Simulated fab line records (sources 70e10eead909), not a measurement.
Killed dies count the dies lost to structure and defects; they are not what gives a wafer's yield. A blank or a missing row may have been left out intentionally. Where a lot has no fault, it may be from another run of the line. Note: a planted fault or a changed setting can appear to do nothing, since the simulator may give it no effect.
A lot that was struck, set against a sound lot + flow nandHarc + 15 steps out of a route of 1159
Sound: these wafers, L158.1, L158.3, L158.5. Wafers struck: L165.1, L165.3, L165.6. The cause is named last.
At each step with rows: each side's tool, then ch and its chambers, then its first start. Under that, the readings that differ: sound wafers + struck wafers + difference of the means + sigmas: that difference in standard deviations of wafers without a fault.
alike: same words and numbers on both sides, and readings whose means sit less than 2 such deviations apart. not compared: any withheld reading, any reading some wafer has no value for, any bound like >300 that may hide the same value, and any number with overlapping values for which the record gives no deviation.
A row with sigmas, a row that says differs or no value, or rows on one side alone: a step with any of these is where the two part. Numbers that don't overlap but have no deviation are shown without sigmas and don't part them. A reading that every wafer of one side lacks parts them only if that side has two wafers or more.

first, 6 steps without rows for these wafers: NHARC_P_GATE_COAT_85; NHARC_P_GATE_SOFTBAKE_86 (time 95 s); NHARC_P_GATE_EBR_87; NHARC_P_GATE_EXPOSE_88 (exposes mask P HVN, target cd 2000 nm); NHARC_P_GATE_PEB_89 (peb time 85 s); NHARC_P_GATE_DEVELOP_90 (time 70 s).
NHARC_P_GATE_CD_MEAS_91 targets a cd of 2000 nm.
  sound on cdSem-01 ch 0, day 6 20:32; struck on cdSem-03 ch 0, day 8 15:20
  alike: cdNm
then, 1 step without rows for these wafers: NHARC_P_GATE_HARDBAKE_92 (time 80 s).
NHARC_P_GATE_DESCUM_93: chemistry O2, time 3 s.
  sound on rieDiel-11 ch 2,3, day 6 20:42; struck on rieDiel-11 ch 0,1,3, day 8 15:32
  alike: drypumpMotorCurrentA, oesProductAu, rfVppV, showerheadPlenumPTorr, throttleValvePct
  not compared: rfHoursCounterH
next, for these wafers, 1 step has no rows: NHARC_P_GATE_IMPLANT_94.
NHARC_P_GATE_STRIP_113: strips in N2/H2, time 740 s.
  sound on plasmaAsher-02 ch 0,1, day 6 21:04; struck on plasmaAsher-01 ch 0, day 8 16:25
| reading                  | sound       | struck      | difference | sigmas |
|--------------------------|-------------|-------------|------------|--------|
| drypumpMotorCurrentA (A) | 5.6 5.7 6.1 | 6.5 6.5 6.5 | +0.7       | +2     |
| heaterPowerW (W)         | 71 72 82    | 100 102 101 | +26        | +3     |
| rfReflPowerW (W)         | 20 20 22    | 10 9 9      | -11        | -3     |
  not compared: rfHoursCounterH
NHARC_P_GATE_STRIP_95: strips in O2.
  sound on plasmaAsher-02 ch 0,1, day 6 21:47; struck on plasmaAsher-01 ch 0, day 8 17:08
| reading                  | sound       | struck      | difference | sigmas |
|--------------------------|-------------|-------------|------------|--------|
| drypumpMotorCurrentA (A) | 5.7 5.7 6.1 | 6.5 6.5 6.5 | +0.7       | +2     |
| heaterPowerW (W)         | 262 262 316 | 371 367 376 | +91        | +2     |
| rfReflPowerW (W)         | 19 20 22    | 10 10 11    | -10        | -2     |
  not compared: rfHoursCounterH
NHARC_P_GATE_STRIP_96: strips in SPM, time 900 s.
  sound on wetBench-07 ch 1,2,5, day 6 22:00; struck on wetBench-07 ch 0,3,6, day 8 17:22
  no value came back on the struck wafers for bathGuardTempC (C), bathHeatDutyPct (%); on the sound wafers bathGuardTempC (C) reads 129.8 130.6 131.0
NHARC_P_GATE_RTA_64: time 1 s.
  sound on rtpAnneal-02 ch 0, day 6 22:25; struck on rtpAnneal-02 ch 0, day 8 17:43
  alike: lampPowerPct, lamp_zone_4_pct, wafer_temp_C_max
-- the record jumps here: 14 days lie between the struck wafers' starts before and after (it left off in module P_GATE and takes up again in module END, whose first step shown is number 1159 of the route) --
NHARC_END_SORT_01:
  sound on prober-01 ch 0, day 21 11:38; struck on prober-02 ch 0, day 22 10:59
  alike: killedAtArray, killedAtOther, killedAtPeriphery, killedDies, killedOpen, killedShort

== WHERE THEY PART ==
Last at NHARC_P_GATE_STRIP_96 as far as this record goes, first at NHARC_P_GATE_STRIP_113. Later steps at which nothing parts them and some readings are alike: NHARC_P_GATE_RTA_64, NHARC_END_SORT_01.

WHY: the cause the simulator had injected
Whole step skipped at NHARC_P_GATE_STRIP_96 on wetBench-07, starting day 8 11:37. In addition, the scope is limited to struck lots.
